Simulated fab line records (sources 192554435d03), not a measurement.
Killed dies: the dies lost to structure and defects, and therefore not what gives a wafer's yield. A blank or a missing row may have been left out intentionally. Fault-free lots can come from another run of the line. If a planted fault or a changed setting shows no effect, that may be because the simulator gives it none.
fab line records	flow n5-finfet
record: lots: 9	wafers: 27	last-day: 18
route steps=1938 shown BEOL_M5@1131 PASSIVATION@1936
lots untouched by any fault: they come from a run of this same line in which no faults occurred
start-h: hours from the record's opening day to when the first of the lot's shown wafers began	wait-h: how many hours have passed since the lot's step before this one	" as in the row above	L1.1+2: a row that stands for several wafers	- no value, or no start was given	* or withheld: withheld	< > ~ a bound
route shown NAME@n: NAME is a module with steps in the file, n the number in the route of the first one	usual: mean/standard deviation of fault-free wafers	same: alike in all rows	chamber/n: place in a boat	sites: per-site readings	_std_site: standard deviation of those values	_edge_site: inner sites' mean taken away from outer sites' mean	radius-mm: how far each site lies from the wafer's centre	mask NAME#n: copy n	behind: the most recent tool/chamber to have shaped the wafer	hold: why the lot was held/for how many hours/how that ended	device: whichever transistor did not switch (one of n, p or np)	end of line: at the end of the route, the tests of the same wafers	a step given without rows: its recipe and nothing more	killed: at the first sort, the dies lost to defects and structure; wafer yield is something else	map: shows each die of a wafer: x if killed, . if not, _ if none is there
set.NAME: the setting as run; set.NAME@STEP: as run at that earlier step	model.NAME: the simulator's own value behind a step, which no gauge read
one table for each step of the route and one row for each wafer, over a sample of lots
services: when a tool's chamber went out of use (start-h, in hours from the record's first day, below 0 if earlier), for how many hours, and the reason
== steps ==
step: N5_BEOL_M5_ETCH_61
recipe: chemistry: CF4	target: SiARC	target-depth-a: 156	mask-material: CAR-EUV	time-s: 26	ion-energy-ev: 80	pressure-mtorr: 40	source-w: 545	bias-w: 36	Ar_flow_sccm: 100	cf4-flow-sccm: 100	ends: cleared
usual: bias-w: 36.01/0.1	drypump-motor-current-A: 5.8/0.45	etch-rf-on-time-s: 25.9/0.51	oes-product-au: 0.67/0.079	rf-vpp-V: 183.5/1.3	showerhead-plenum-p-Torr: 2.10/0.068	throttle-valve-pct: 15.59/0.28
lot.wafer	tool	chamber	start-h	wait-h	bias-w	drypump-motor-current-A	etch-rf-on-time-s	oes-product-au	rf-hours-counter-h	rf-vpp-V	showerhead-plenum-p-Torr	throttle-valve-pct
L232.1	rie-diel-02	3	165.08	0.0	36.03	6.3	26.8	0.58	255	185.3	2.19	15.56
L232.4	"	0	"	"	36.03	5.7	26.3	0.64	-	182.3	2.15	15.80
L232.5	"	1	"	"	36.00	5.7	25.4	0.66	-	182.9	1.99	15.21
L241.1	rie-diel-03	0	221.71	0.0	35.87	6.1	26.2	0.63	190	182.3	2.04	15.77
L241.2	"	1	"	"	35.97	4.8	24.8	0.85	8	185.5	2.19	15.29
L241.3	"	2	"	"	35.97	6.2	25.9	0.62	178	183.4	2.06	15.64
L242.2	rie-diel-03	1	230.96	0.0	35.79	4.7	25.0	0.83	11	184.9	2.19	15.29
L242.4	"	2	"	"	36.15	6.2	26.3	0.61	181	182.7	2.05	15.68
L242.5	"	0	"	"	35.96	6.1	26.4	0.64	-	185.1	2.04	15.79
L246.1	rie-diel-02	0	263.29	0.0	36.03	5.7	26.5	0.61	171	184.5	2.14	15.88
L246.4	"	1	"	"	36.10	5.7	25.6	0.64	162	181.3	1.98	15.25
L246.6	"	0	"	"	35.94	5.7	26.4	0.62	-	183.0	2.14	15.86
L251.1	rie-diel-04	3	280.65	0.0	36.06	5.8	25.9	0.60	243	182.0	2.11	15.88
L251.3	"	2	"	"	36.17	5.7	25.6	0.77	25	182.8	2.11	15.51
L251.4	"	1	"	"	35.89	6.1	26.3	0.62	192	184.3	2.21	15.60
L249.2	rie-diel-04	1	281.98	0.0	35.87	6.1	26.2	0.62	192	185.4	2.21	15.63
L249.5	"	3	"	"	36.07	5.8	26.0	0.61	-	184.9	2.11	15.89
L249.6	"	2	"	"	36.10	5.7	25.5	0.78	-	185.1	2.11	15.50
L253.3	rie-diel-02	1	290.60	0.0	36.02	5.7	25.6	0.63	167	181.9	1.98	15.27
L253.4	"	0	"	"	35.96	5.7	26.7	0.61	175	183.5	2.14	15.88
L253.6	"	2	"	"	36.30	5.2	25.3	0.76	-	183.1	2.09	15.09
L254.1	rie-diel-03	2	311.99	0.0	36.15	6.2	26.2	0.60	208	185.1	2.04	15.69
L254.4	"	1	"	"	36.25	4.7	25.2	0.77	38	185.0	2.18	15.34
L254.5	"	2	"	"	36.00	6.2	26.2	0.60	-	182.1	2.05	15.72
L255.1	rie-diel-03	1	323.03	0.0	35.96	4.7	25.1	0.77	42	185.7	2.18	15.37
L255.3	"	2	"	"	36.01	6.1	26.4	0.59	212	183.3	2.04	15.72
L255.5	"	1	"	"	36.06	4.7	25.3	0.76	-	185.8	2.18	15.37
step: N5_BEOL_M5_STRIP_64
recipe: chemistry: CF4	resist: SiARC	power-w: 300	bias-power-w: 75	pressure-mtorr: 50	cf4-flow-sccm: 150	rf-frequency-hz: 6e+07
usual: drypump-motor-current-A: 5.8/0.45	oes-product-au: 0.77/0.083	rf-vpp-V: 270.4/1.4	showerhead-plenum-p-Torr: 1.76/0.056	throttle-valve-pct: 13.56/0.29
lot.wafer	tool	chamber	start-h	wait-h	drypump-motor-current-A	oes-product-au	rf-hours-counter-h	rf-vpp-V	showerhead-plenum-p-Torr	throttle-valve-pct
L232.1	rie-diel-02	3	165.24	0.0	6.3	0.68	255	270.3	1.84	13.59
L232.4	"	0	"	"	5.7	0.75	-	271.1	1.80	13.73
L232.5	"	1	"	"	5.7	0.75	-	268.9	1.67	13.19
L241.1	rie-diel-03	0	221.87	0.0	6.1	0.74	190	270.6	1.71	13.76
L241.2	"	1	"	"	4.7	0.95	8	271.0	1.83	13.20
L241.3	"	2	"	"	6.2	0.72	178	269.4	1.72	13.64
L242.2	rie-diel-03	1	231.11	0.0	4.7	0.93	11	271.0	1.83	13.22
L242.4	"	2	"	"	6.2	0.71	181	270.5	1.72	13.62
L242.5	"	0	"	"	6.1	0.73	-	268.3	1.71	13.76
L246.1	rie-diel-02	0	263.44	0.0	5.7	0.72	171	268.9	1.79	13.82
L246.4	"	1	"	"	5.7	0.73	162	266.7	1.66	13.28
L246.6	"	0	"	"	5.7	0.72	-	271.0	1.79	13.83
L251.1	rie-diel-04	3	280.80	0.0	5.8	0.70	243	269.2	1.77	13.91
L251.3	"	2	"	"	5.7	0.89	25	271.0	1.77	13.41
L251.4	"	1	"	"	6.1	0.72	192	271.1	1.85	13.59
L249.2	rie-diel-04	1	282.13	0.0	6.1	0.72	192	271.6	1.85	13.60
L249.5	"	3	"	"	5.9	0.69	-	270.8	1.77	13.91
L249.6	"	2	"	"	5.7	0.89	-	270.6	1.77	13.46
L253.3	rie-diel-02	1	290.75	0.0	5.7	0.72	167	268.7	1.66	13.30
L253.4	"	0	"	"	5.7	0.71	176	268.9	1.79	13.84
L253.6	"	2	"	"	5.1	0.87	-	269.4	1.75	13.09
L254.1	rie-diel-03	2	312.15	0.0	6.2	0.70	208	270.0	1.71	13.70
L254.4	"	1	"	"	4.7	0.87	38	271.6	1.82	13.30
L254.5	"	2	"	"	6.2	0.70	-	268.4	1.71	13.69
L255.1	rie-diel-03	1	323.19	0.0	4.7	0.86	42	272.4	1.82	13.30
L255.3	"	2	"	"	6.2	0.69	212	268.2	1.71	13.71
L255.5	"	1	"	"	4.7	0.87	-	271.1	1.82	13.31
step: N5_BEOL_M5_STRIP_19
recipe: chemistry: O2	power-w: 400	temp-c: 40	pressure-mtorr: 30	rf-frequency-hz: 6e+07	bias-power-w: 0	overash-fraction: 0.2	o2-flow-sccm: 225
usual: drypump-motor-current-A: 5.8/0.38	oes-product-au: 0.78/0.098	rf-vpp-V: 3.6/0.47	showerhead-plenum-p-Torr: 2.06/0.066	temp-c: 39.98/0.12	throttle-valve-pct: 16.65/0.29
lot.wafer	tool	chamber	start-h	wait-h	drypump-motor-current-A	oes-product-au	rf-hours-counter-h	rf-vpp-V	showerhead-plenum-p-Torr	temp-c	throttle-valve-pct
L232.1	rie-diel-03	0	165.39	0.1	6.1	0.76	172	4.3	2.01	39.92	16.84
L232.4	"	3	"	"	6.2	0.80	100	2.9	2.03	39.79	16.64
L232.5	"	2	"	"	6.2	0.73	-	3.9	2.00	39.94	16.64
L241.1	rie-diel-04	0	222.07	0.1	5.6	0.69	216	3.5	2.07	40.01	17.03
L241.2	"	1	"	"	6.1	0.74	171	3.9	2.18	39.96	16.58
L241.3	"	2	"	"	5.7	0.96	5	2.6	2.05	39.99	16.43
L242.2	rie-diel-03	1	231.27	0.1	4.7	0.95	11	3.7	2.14	40.02	16.35
L242.4	"	2	"	"	6.2	0.72	181	4.1	2.00	40.13	16.66
L242.5	"	0	"	"	6.1	0.74	-	3.4	2.00	40.16	16.89
L246.1	rie-diel-04	1	263.75	0.2	6.1	0.74	185	4.3	2.17	40.09	16.63
L246.4	"	2	"	"	5.7	0.92	-	3.3	2.05	39.69	16.47
L246.6	"	0	"	"	5.6	0.68	-	3.6	2.07	40.05	17.04
L251.1	rie-diel-04	2	281.05	0.2	5.7	0.91	26	3.6	2.04	39.90	16.47
L251.3	"	1	"	"	6.1	0.72	192	3.3	2.17	39.91	16.63
L251.4	"	3	"	"	5.8	0.71	243	4.2	2.06	39.94	16.95
L249.2	rie-diel-04	0	282.45	0.3	5.6	0.67	237	4.0	2.07	39.95	17.06
L249.5	"	3	"	"	5.8	0.71	-	3.8	2.06	40.12	16.96
L249.6	"	0	"	"	5.6	0.67	-	3.3	2.06	40.06	17.07
L253.3	rie-diel-04	0	291.00	0.1	5.6	0.66	241	3.5	2.06	39.94	17.06
L253.4	"	1	"	"	6.1	0.72	197	3.5	2.17	40.33	16.63
L253.6	"	0	"	"	5.5	0.66	-	4.5	2.06	40.11	17.05
L254.1	rie-diel-04	2	312.30	0.1	5.7	0.88	38	3.5	2.04	39.95	16.49
L254.4	"	2	"	"	5.7	0.88	-	3.6	2.04	39.84	16.50
L254.5	"	1	"	"	6.1	0.72	-	4.0	2.16	39.93	16.66
L255.1	rie-diel-04	3	323.44	0.2	5.8	1.02	1	4.0	2.06	39.93	16.49
L255.3	"	1	"	"	6.1	0.71	209	3.4	2.16	40.08	16.67
L255.5	"	2	"	"	5.7	0.87	-	4.0	2.04	39.87	16.52
step: N5_BEOL_M5_CD_MEAS_18
recipe: pitch-nm: 56	target-cd-nm: 28
usual: cd-nm: 28.0/0.33
lot.wafer	tool	chamber	start-h	wait-h	cd-nm
L232.1	cd-sem-02	-	165.46	0.0	27.9
L232.4	"	-	"	"	27.5
L232.5	"	-	"	"	28.0
L241.1	cd-sem-02	-	222.14	0.0	27.8
L241.2	"	-	"	"	27.6
L241.3	"	-	"	"	28.1
L242.2	cd-sem-02	-	231.34	0.1	28.5
L242.4	"	-	"	"	28.7
L242.5	"	-	"	"	28.5
L246.1	cd-sem-01	-	263.82	0.0	27.6
L246.4	"	-	"	"	28.1
L246.6	"	-	"	"	27.8
L251.1	cd-sem-02	-	281.12	0.0	27.9
L251.3	"	-	"	"	27.8
L251.4	"	-	"	"	28.1
L249.2	cd-sem-01	-	282.53	0.1	27.5
L249.5	"	-	"	"	27.8
L249.6	"	-	"	"	28.0
L253.3	cd-sem-02	-	291.07	0.1	28.4
L253.4	"	-	"	"	28.2
L253.6	"	-	"	"	28.0
L254.1	cd-sem-03	-	312.38	0.1	27.8
L254.4	"	-	"	"	27.3
L254.5	"	-	"	"	27.7
L255.1	cd-sem-01	-	323.51	0.0	28.2
L255.3	"	-	"	"	28.4
L255.5	"	-	"	"	27.9
step: N5_BEOL_M5_INSPECT_30
recipe: mode: adi	inspect-instrument: brightfield
usual: raw-defect-count: 375/81
lot.wafer	tool	chamber	start-h	wait-h	raw-defect-count
L232.1	defect-inspect-02	-	165.86	0.1	443
L232.4	"	-	"	"	282
L232.5	"	-	"	"	482
L241.1	defect-inspect-01	-	222.54	0.1	558
L241.2	"	-	"	"	581
L241.3	"	-	"	"	613
L242.2	defect-inspect-01	-	232.04	0.0	666
L242.4	"	-	"	"	568
L242.5	"	-	"	"	723
L246.1	defect-inspect-02	-	265.64	0.1	505
L246.4	"	-	"	"	449
L246.6	"	-	"	"	451
L251.1	defect-inspect-01	-	281.52	0.1	351
L251.3	"	-	"	"	452
L251.4	"	-	"	"	437
L249.2	defect-inspect-01	-	283.05	0.0	389
L249.5	"	-	"	"	390
L249.6	"	-	"	"	481
L253.3	defect-inspect-02	-	291.96	0.0	460
L253.4	"	-	"	"	442
L253.6	"	-	"	"	412
L254.1	defect-inspect-02	-	313.77	0.1	292
L254.4	"	-	"	"	363
L254.5	"	-	"	"	393
L255.1	defect-inspect-02	-	324.05	0.1	243
L255.3	"	-	"	"	252
L255.5	"	-	"	"	311
step: N5_PASSIVATION_PROBE_49
usual: defect-limited-yield: 91.5/1.3	killed_at_M0_to_M3: 33/11	killed_at_M4_up: 14/5.3	killed-at-contacts: 11/6.3	killed-at-front-end: 38/10	killed-at-other: 3.7/2.8	killed-dies: 101/16	killed-on-rim: 13/3.4	killed-open: 67/12	killed-short: 32/7.4	sort_bin_5_function: 5.0/0.86	sort_bin_6_memory: 3.2/0.69	sort-n-pass: 1079/16	sort-yield-pct: 91.5/1.3
same: gross-dies: 1180	killed-at-back-side: 0	sort_bin_4_leakage[%]: 0	sort_bin_8_speed[%]: 0
lot.wafer	tool	chamber	start-h	wait-h	defect-limited-yield[%]	killed_at_M0_to_M3	killed_at_M4_up	killed-at-contacts	killed-at-front-end	killed-at-other	killed-dies	killed-on-rim	killed-open	killed-short	sort_bin_5_function[%]	sort_bin_6_memory[%]	sort-n-pass	sort-yield-pct[%]
L241.1	prober-02	-	312.13	0.0	89.1	25	69	7	26	2	129	21	51	18	6.8	2.8	1051	89.1
L241.2	prober-02	-	312.18	0.1	83.6	37	105	10	35	7	194	13	63	34	11.4	4.3	986	83.6
L241.3	prober-02	-	312.23	0.1	88.9	18	61	8	38	6	131	26	52	25	7.3	3.1	1049	88.9
L242.2	prober-02	-	333.15	0.1	82.6	21	114	12	57	1	205	14	71	30	10.2	5.8	975	82.6
L242.4	prober-02	-	333.25	0.2	88.2	26	68	8	31	6	139	31	65	18	7.9	2.8	1041	88.2
L242.5	prober-02	-	333.30	0.2	86.4	24	77	11	44	5	161	26	74	27	8.6	4.0	1019	86.4
L246.1	prober-01	-	364.95	0.0	91.4	34	30	6	27	4	101	11	75	23	4.8	3.6	1079	91.4
L246.4	prober-01	-	365.10	0.2	92.1	26	15	7	32	13	93	11	55	37	4.9	2.7	1087	92.1
L246.6	prober-01	-	365.20	0.3	91.9	21	8	14	38	15	96	12	64	32	4.2	3.6	1084	91.9
L253.3	prober-02	-	390.14	0.1	90.4	58	19	14	20	2	113	16	77	32	5.6	3.6	1067	90.4
L253.4	prober-02	-	390.19	0.2	91.1	41	13	10	39	2	105	15	72	31	5.3	3.4	1075	91.1
L253.6	prober-02	-	390.29	0.3	89.0	57	20	17	30	6	130	16	91	37	7.7	3.2	1050	89.0
L255.1	prober-02	-	422.11	0.0	91.4	32	10	15	42	2	101	21	69	30	4.8	3.4	1079	91.4
L255.3	prober-02	-	422.21	0.1	91.3	28	6	12	54	3	103	14	68	35	5.2	3.2	1077	91.3
L255.5	prober-02	-	422.31	0.2	90.9	51	8	10	27	11	107	12	66	39	5.3	3.0	1073	90.9
killed by level:class
L241.1 BEOL_M5:unspecified=60 BEOL_M3:geometric-particle:open=8 STI_FIN_REVEAL:geometric-particle:open=6 BEOL_M2:geometric-particle:open=6 FIN_SAQP:geometric-particle:open=5 MOL_CONTACT_COAG:geometric-particle:open=5 FIN_SAQP:geometric-particle:short=4 BEOL_M5:geometric-particle:open=4
L241.2 BEOL_M5:unspecified=97 BEOL_M3:geometric-particle:open=14 FIN_SAQP:geometric-particle:short=10 MOL_CONTACT_COAG:geometric-particle:open=9 STI_FIN_REVEAL:geometric-particle:open=8 BEOL_M0_SAQP:geometric-particle:open=6 BEOL_M0_SAQP:geometric-particle:short=5 GATE_CUT:geometric-particle:short=4
L241.3 BEOL_M5:unspecified=53 FIN_SAQP:geometric-particle:open=8 STI_FIN_REVEAL:geometric-particle:open=6 BEOL_M3:geometric-particle:open=6 BEOL_M4:geometric-particle:open=6 MOL_CONTACT_COAG:geometric-particle:open=5 DUMMY_GATE:geometric-particle:open=4 GATE_CUT:geometric-particle:short=4
L242.2 BEOL_M5:unspecified=103 STI_FIN_REVEAL:geometric-particle:open=25 FIN_SAQP:geometric-particle:open=9 MOL_CONTACT_COAG:geometric-particle:open=8 GATE_CUT:geometric-particle:short=6 BEOL_M2:geometric-particle:open=6 STI_FIN_REVEAL:geometric-particle:short=5 BEOL_M7:geometric-particle:open=4
L242.4 BEOL_M5:unspecified=53 STI_FIN_REVEAL:geometric-particle:open=13 BEOL_M2:geometric-particle:open=9 MOL_CONTACT_COAG:geometric-particle:open=7 BEOL_M4:geometric-particle:open=7 BEOL_M3:geometric-particle:open=4 BEOL_M0_SAQP:geometric-particle:short=3 BEOL_M0_SAQP:geometric-particle:open=3
L242.5 BEOL_M5:unspecified=58 BEOL_M4:geometric-particle:open=13 STI_FIN_REVEAL:geometric-particle:open=11 BEOL_M3:geometric-particle:open=9 MOL_CONTACT_COAG:geometric-particle:open=8 DUMMY_GATE:geometric-particle:open=6 FIN_SAQP:geometric-particle:short=5 GATE_CUT:geometric-particle:short=4
L246.1 BEOL_M4:geometric-particle:open=20 BEOL_M3:geometric-particle:open=9 MOL_CONTACT_COAG:geometric-particle:open=6 BEOL_M0:geometric-particle:open=6 STI_FIN_REVEAL:geometric-particle:open=4 FIN_SAQP:geometric-particle:open=3 FIN_SAQP:geometric-particle:short=3 DUMMY_GATE:geometric-particle:open=3
L246.4 BEOL_M1:geometric-particle:open=7 BEOL_M3:geometric-particle:open=7 MIM_BOT:geometric-particle:short=7 DUMMY_GATE:geometric-particle:open=6 GATE_CUT:geometric-particle:open=5 FIN_SAQP:geometric-particle:short=4 MOL_CONTACT_COAG:geometric-particle:open=4 BEOL_M4:geometric-particle:open=4
L246.6 MOL_CONTACT_COAG:geometric-particle:open=8 BEOL_M2:geometric-particle:open=8 MIM_BOT:geometric-particle:open=7 MOL_CONTACT_COAG:geometric-particle:short=6 STI_FIN_REVEAL:geometric-particle:open=5 GATE_CUT:geometric-particle:open=5 FIN_SAQP:geometric-particle:open=4 DUMMY_GATE:geometric-particle:open=4
L253.3 BEOL_M0_SAQP:geometric-particle:open=19 BEOL_M0_SAQP:geometric-particle:short=16 MOL_CONTACT_COAG:geometric-particle:open=12 BEOL_M4:geometric-particle:open=9 BEOL_M2:geometric-particle:open=8 BEOL_M1:geometric-particle:open=6 FIN_SAQP:geometric-particle:open=4 FIN_SAQP:geometric-particle:short=3
L253.4 BEOL_M1:geometric-particle:open=11 BEOL_M0_SAQP:geometric-particle:open=9 MOL_CONTACT_COAG:geometric-particle:open=8 FIN_SAQP:geometric-particle:short=7 BEOL_M3:geometric-particle:open=7 BEOL_M0_SAQP:geometric-particle:short=6 BEOL_M4:geometric-particle:open=6 STI_FIN_REVEAL:geometric-particle:open=5
L253.6 BEOL_M3:geometric-particle:open=13 BEOL_M0_SAQP:geometric-particle:open=13 MOL_CONTACT_COAG:geometric-particle:open=12 BEOL_M0_SAQP:geometric-particle:short=12 BEOL_M4:geometric-particle:open=12 FIN_SAQP:geometric-particle:short=8 BEOL_M1:geometric-particle:open=7 BEOL_M2:geometric-particle:open=7
L255.1 STI_FIN_REVEAL:geometric-particle:open=14 MOL_CONTACT_COAG:geometric-particle:open=11 BEOL_M1:geometric-particle:open=8 BEOL_M3:geometric-particle:open=8 STI_FIN_REVEAL:geometric-particle:short=5 BEOL_M2:geometric-particle:open=5 STARTING-WAFER:geometric-particle:short=5 FIN_SAQP:geometric-particle:open=4
L255.3 STI_FIN_REVEAL:geometric-particle:open=13 MOL_CONTACT_COAG:geometric-particle:open=10 FIN_SAQP:geometric-particle:short=8 BEOL_M1:geometric-particle:open=6 BEOL_M0_SAQP:geometric-particle:open=6 FIN_CUT:geometric-particle:open=5 FIN_SAQP:geometric-particle:open=4 BEOL_M4:geometric-particle:open=4
L255.5 BEOL_M3:geometric-particle:open=12 MOL_CONTACT_COAG:geometric-particle:open=10 BEOL_M0_SAQP:geometric-particle:short=10 BEOL_M2:geometric-particle:open=8 FIN_SAQP:geometric-particle:short=6 BEOL_M1:geometric-particle:open=5 BEOL_M4:geometric-particle:open=5 PASS1_CAP:geometric-particle:short=5
== services ==
tool	chamber	start-h	hours	kind
rie-diel-02	2	143.09	-	clean
rie-diel-02	2	143.09	-	consumable-replace:focus-ring
rie-diel-02	2	143.09	35.0	scheduled-down
rie-diel-02	2	143.09	35.0	vent-cycle
rie-diel-03	1	170.57	-	clean
rie-diel-03	1	170.57	-	consumable-replace:focus-ring
rie-diel-03	1	170.57	23.4	scheduled-down
rie-diel-03	1	170.57	23.4	vent-cycle
rie-diel-02	3	178.06	-	clean
rie-diel-02	3	178.06	-	consumable-replace:focus-ring
rie-diel-04	2	185.70	-	clean
rie-diel-04	2	185.70	-	consumable-replace:focus-ring
rie-diel-04	2	250.08	2.5	repair
rie-diel-04	3	257.50	8.1	repair
rie-diel-02	-	270.26	14.6	pm
rie-diel-02	-	289.47	0.3	repair
rie-diel-04	3	298.96	-	clean
rie-diel-04	3	298.96	-	consumable-replace:focus-ring
rie-diel-04	3	298.96	20.0	scheduled-down
rie-diel-04	3	298.96	20.0	vent-cycle
rie-diel-04	0	318.99	-	clean
rie-diel-04	0	318.99	-	consumable-replace:focus-ring
rie-diel-04	0	318.99	15.8	scheduled-down
rie-diel-04	0	318.99	15.8	vent-cycle
== key ==
first-sign: step: N5_BEOL_M5_INSPECT_30	reading: raw-defect-count	direction: up	sigmas: 3	usual: 375	struck: 618
effect: step: N5_PASSIVATION_PROBE_49	reading: killed_at_M4_up	direction: up	sigmas: 13	usual: 14	struck: 82
more-kills-born-at: N5_BEOL_M5_ETCH_61@rie-diel-03: 424
met-at N5_BEOL_M5_ETCH_61
struck-lots L241,L242
not-acting-at N5_BEOL_M5_STRIP_64,N5_BEOL_M5_STRIP_19,N5_BEOL_M5_CD_MEAS_18
fault: kind: chamber-particle-source	tool: rie-diel-03	chamber: -	onset-h: 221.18	steps: N5_BEOL_M5_ETCH_61	rate-per-visit-cm2: 0.39674	end-h: 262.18
